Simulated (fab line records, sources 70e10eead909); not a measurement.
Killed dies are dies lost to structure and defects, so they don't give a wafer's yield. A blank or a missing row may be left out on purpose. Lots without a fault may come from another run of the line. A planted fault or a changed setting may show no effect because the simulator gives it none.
A struck lot beside a sound one | flow nand_harc | 15 steps out of a route of 1302
Sound: wafers L203.4, L203.5, L203.6. Struck: wafers L213.5, L213.6. The cause comes at the end.
At each step with rows: each side's tool, then ch and its chambers, then its first start. Under that, the readings that differ: sound wafers | struck wafers | difference of the means | sigmas: that difference in standard deviations of wafers without a fault.
alike: readings whose means differ by less than 2 such deviations, and words and numbers that are the same on both sides. not compared: withheld readings, readings that some wafer has no value for, bounds like >300 that may hide the same value, and numbers for which the record gives no deviation and whose values overlap.
The two part at a step that has a row with sigmas, a row that says differs or no value, or rows on one side only. Numbers that don't overlap but have no deviation are shown without sigmas and don't part them. A reading that every wafer of one side lacks parts them only if that side has two wafers or more.

NHARC_A_CONTACT_ETCH_134: etches the open film in C4F8/O2/Ar, time 140 s, target depth 700 nm.
  sound on har_cap_etch-02 ch 0,1, day 25 22:49; struck on har_cap_etch-02 ch 0,1, day 29 21:54
  alike: run_length_s
  not compared: rf_hours_counter_h
NHARC_A_CONTACT_ETCH_135: etches the open film in C4F8/O2/Ar, time 311 s, target depth 1912 nm.
  sound on har_cap_etch-02 ch 0,1, day 25 23:03; struck on har_cap_etch-02 ch 0,1, day 29 22:09
  not compared: rf_hours_counter_h, run_length_s
NHARC_A_CONTACT_ETCH_136: etches the open film in C4F8/O2/Ar, time 311 s, target depth 1912 nm.
  sound on har_cap_etch-02 ch 0,1, day 25 23:19; struck on har_cap_etch-02 ch 0,1, day 29 22:25
  not compared: rf_hours_counter_h, run_length_s
then, 2 steps without rows for these wafers: NHARC_A_CONTACT_ETCH_137 (etches the open film in C4F8/O2/Ar, time 311 s, target depth 1912 nm); NHARC_A_CONTACT_ETCH_138 (etches the open film in C4F8/O2/Ar, time 311 s, target depth 1914 nm).
NHARC_A_CONTACT_ETCH_139: etches the open film in C4F8/O2/Ar, time 195 s, target depth 840 nm.
  sound on har_cap_etch-02 ch 0,1, day 26 00:08; struck on har_cap_etch-02 ch 0,1, day 29 23:14
  alike: run_length_s
  not compared: rf_hours_counter_h
then, 1 step without rows for these wafers: NHARC_A_CONTACT_ETCH_92 (etches the open film in CH3F/O2, target depth 40 nm, time 85.7 s).
NHARC_A_CONTACT_ETCH_98: etches the open film in C4F6/O2, target depth 20 nm, time 10 s.
  sound on rie_diel-08 ch 0,2,3; struck on rie_diel-02 ch 0,1
  alike: drypump_motor_current_A, oes_product_au, rf_vpp_V, run_length_s, showerhead_plenum_p_Torr, throttle_valve_pct
  not compared: rf_hours_counter_h
NHARC_A_CONTACT_CD_MEAS_15:
  sound on cd_sem-03, day 26 00:47; struck on cd_sem-02, day 29 23:50
  reading    | sound             | struck      | difference | sigmas
  cd_nm (nm) | 190.9 190.8 191.1 | 189.3 188.8 | -1.9       | -3
then, 3 steps without rows for these wafers: NHARC_A_CONTACT_STRIP_107 (strips in N2/H2); NHARC_A_CONTACT_STRIP_108 (strips in CF4/CHF3); NHARC_A_CONTACT_STRIP_109 (strips in O2/COS).
NHARC_A_CONTACT_ETCH_110: etches the open film in CF4/O2, target depth 60 nm, overetch 6 nm, time 33 s.
  sound on rie_diel-08 ch 1,2,3, day 26 01:04; struck on rie_diel-08 ch 0,3, day 30 00:08
  reading          | sound          | struck    | difference | sigmas
  run_length_s (s) | 54.2 54.4 54.4 | 49.8 50.4 | -4.2       | -11
  alike: cf4_flow_sccm, drypump_motor_current_A, oes_product_au, rf_vpp_V, showerhead_plenum_p_Torr, throttle_valve_pct
  not compared: rf_hours_counter_h
then, 1 step without rows for these wafers: NHARC_A_CONTACT_STRIP_26 (strips in O2).
-- the record jumps here: 2 days lie between the struck wafers' starts before and after (it left off in module A_CONTACT and takes up again in module END, whose first step shown is number 1302 of the route) --
NHARC_END_SORT_01:
  the record has rows for the struck wafers here (prober-01 ch 0, day 32 07:28) and none for the sound ones

WHERE THEY PART
First at NHARC_A_CONTACT_CD_MEAS_15; last, within this record, at NHARC_END_SORT_01.

WHY: what the simulator had put in
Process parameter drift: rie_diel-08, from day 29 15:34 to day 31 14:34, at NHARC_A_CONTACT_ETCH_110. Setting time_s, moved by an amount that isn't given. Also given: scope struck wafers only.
